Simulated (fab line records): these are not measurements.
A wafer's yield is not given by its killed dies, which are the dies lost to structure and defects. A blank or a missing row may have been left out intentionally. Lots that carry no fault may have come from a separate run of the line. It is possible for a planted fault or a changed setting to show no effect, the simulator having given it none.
Struck lot and sound lot, side by side | flow n5 finfet | 40 steps out of a route of 1938
Sound: wafers L259.1, L259.2, L259.5. Struck: wafers L269.2, L269.3. (L269.6 of the same lot was not struck and is left out.) The cause comes at the end.
Order at every step that has rows: each side's tool, ch and its chambers, its first start. Under that, the readings that differ: sound wafers | struck wafers | difference of the means | sigmas: that difference in standard deviations of wafers without a fault.
alike: same words and numbers on both sides, and readings whose means sit less than 2 such deviations apart. not compared: any withheld reading, any reading some wafer has no value for, any bound like >300 that may hide the same value, and any number with overlapping values for which the record gives no deviation.
A row with sigmas, a row that says differs or no value, or rows on one side alone: a step with any of these is where the two part. Non-overlapping numbers with no deviation appear without sigmas and do not part them. Lack of a reading on every wafer of one side parts them only where that side has two or more wafers.

first, 9 steps without rows for these wafers: N5_BEOL_M4_ANNEAL_95 (time 240 s); N5_BEOL_M4_SPUTTER_96 (material Cu, target thk 4.5 nm, time 8.29 s); N5_BEOL_M4_ECD_50 (material Cu, target thk 300 nm); N5_BEOL_M4_ANNEAL_51 (time 90 s); N5_BEOL_M4_CMP_52 (polishes, stops on SiOC, t overpolish 6.8 s, target thk 40 nm); N5_BEOL_M4_PRE_CLEAN_60 (time 15 s); N5_BEOL_M4_CO_CAP_55 (material Co, precursor CCTBA/H2, target thk 2 nm, time 102.1 s); N5_BEOL_M4_PRE_CLEAN_56 (time 15 s); N5_BEOL_M4_DEP_57 (deposits SiCN from 3MS/NH3, target thk 8 nm, time 14 s).
N5_BEOL_M4_RC_MEAS_101:
  sound on prober-01 ch 0, day 10 13:35; struck on prober-01 ch 0, day 14 07:56
  alike: DIBL_N, DIBL_P, IOFF_N, IOFF_P, ION_N, ION_P, SS_N, SS_P, VT_N, VT_P
then, 24 steps without rows for these wafers: N5_BEOL_M5_ILD_DEP_00 (deposits SiCOH lowk from DEMS/porogen, target thk 140.64 nm, time 25.9 s); N5_BEOL_M5_CURE_79 (cures SiCOH lowk, time 240 s); N5_BEOL_M5_PECVD_70 (deposits SiO2 from TEOS/O2, target thk 16 nm, time 18 s); N5_BEOL_M5_HM_DEP_02 (deposits TiN, target thk 20 nm); N5_BEOL_M5_COAT_59 (time 60 s, resist thk 60 nm); N5_BEOL_M5_COAT_60 (time 60 s, resist thk 12 nm); N5_BEOL_M5_COAT_71 (time 60 s, resist thk 5 nm); N5_BEOL_M5_COAT_05 (resist thk 30 nm); N5_BEOL_M5_EBR_07; N5_BEOL_M5_SOFTBAKE_06 (time 60 s); N5_BEOL_M5_EXPOSE_08 (exposes mask M5, target cd 28 nm); N5_BEOL_M5_PEB_09 (peb time 60 s); N5_BEOL_M5_DEVELOP_10 (develop time 30 s); N5_BEOL_M5_DESCUM_16 (chemistry O2, time 7 s); N5_BEOL_M5_ETCH_72 (etches underlayer in N2/H2, target depth 6.5 nm, time 5.2 s); N5_BEOL_M5_ETCH_61 (etches SiARC in CF4, target depth 15.6 nm, time 26 s); N5_BEOL_M5_ETCH_62 (etches SOC in N2/H2, target depth 75 nm, overetch 15 nm, time 112.5 s); N5_BEOL_M5_STRIP_63 (strips in N2/H2); N5_BEOL_M5_STRIP_73 (strips in N2/H2); N5_BEOL_M5_STRIP_64 (strips in CF4); N5_BEOL_M5_HM_OPEN_17 (chemistry Cl2/BCl3, target TiN, target depth 20 nm, overetch 6 nm); N5_BEOL_M5_STRIP_19 (strips in O2); N5_BEOL_M5_COAT_65 (time 60 s, resist thk 60 nm); N5_BEOL_M5_COAT_66 (time 60 s, resist thk 12 nm).
N5_BEOL_M5_TRENCH_ETCH_37: etches SiCOH lowk in C4F6/O2, target depth 71.652 nm, time 24.7 s.
  sound on rie diel-01 ch 0,1, day 10 20:56; struck on rie diel-01 ch 1,2, day 14 13:14
  reading                                    | sound            | struck    | difference | sigmas
  oes product au (a.u.)                      | 0.77 0.80 0.77   | 1.06 1.24 | +0.37      | +5
  model.BEOL_M5.feature depth nm (nm)        | 71.2 74.2 71.2   | 118.8 123 | +48.7      |
  model.etch.depth nm (nm)                   | 71.1 74.22 71.19 | 118.8 123 | +48.7      |
  model.TiN_of_BEOL_M5_HM_DEP_02.thk nm (nm) | 17.6 17.2 17.6   | 16.6 16.2 | -1.1       |
  alike: bias w, chamber pressure mTorr, drypump motor current A, oes_ar_750_au, rf vpp V, showerhead plenum p Torr, throttle valve pct
  not compared: rf hours counter h
N5_BEOL_M5_OCD_MEAS_38:
  sound on ocd-02, day 10 21:05; struck on ocd-02, day 14 13:24
  reading              | sound          | struck      | difference | sigmas
  trench depth nm (nm) | 70.8 74.5 71.4 | 118.6 123.3 | +48.7      | +32
N5_BEOL_M5_CMP_52: polishes, stops on SiCOH lowk, t overpolish 6.9 s, target thk 62 nm.
  sound on cmp-01 ch 0,1,3, day 11 03:42; struck on cmp-02 ch 2,3, day 14 19:54
  reading                                | sound          | struck    | difference | sigmas
  model.Cu_of_BEOL_M5_ECD_50.thk nm (nm) | 60.4 64.4 58.8 | 109.2 111 | +48.9      |
  alike: motor current A
N5_BEOL_M5_THK_MEAS_53: measures by xrf.
  sound on film metro-01, day 11 03:55; struck on film metro-01, day 14 20:07
  reading     | sound          | struck      | difference | sigmas
  M5_THK (nm) | 59.9 64.0 58.2 | 107.3 110.3 | +48.1      | +25
N5_BEOL_M5_RS_MEAS_57: measurement is done with a four-point probe.
  sound on film metro-01, day 11 04:11; struck on film metro-01, day 14 20:23
  reading        | sound             | struck      | difference | sigmas
  M5_RS (ohm/sq) | 0.398 0.370 0.413 | 0.200 0.196 | -0.196     | -13
-- record jumps: 4 days separate the struck wafers' starts on either side; left off in module BEOL_M5, taken up again in module PASSIVATION, whose first shown step is the route's number 1936 --
N5_PASSIVATION_PROBE_49:
  record: rows for the struck wafers here (prober-01, day 18 15:03), none for the sound ones

WHERE THEY PART
First at N5_BEOL_M5_TRENCH_ETCH_37; last, within this record, at N5_PASSIVATION_PROBE_49.

WHY: what the simulator had put in
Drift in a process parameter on rie diel-01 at N5_BEOL_M5_TRENCH_ETCH_37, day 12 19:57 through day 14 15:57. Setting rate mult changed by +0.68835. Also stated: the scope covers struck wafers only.
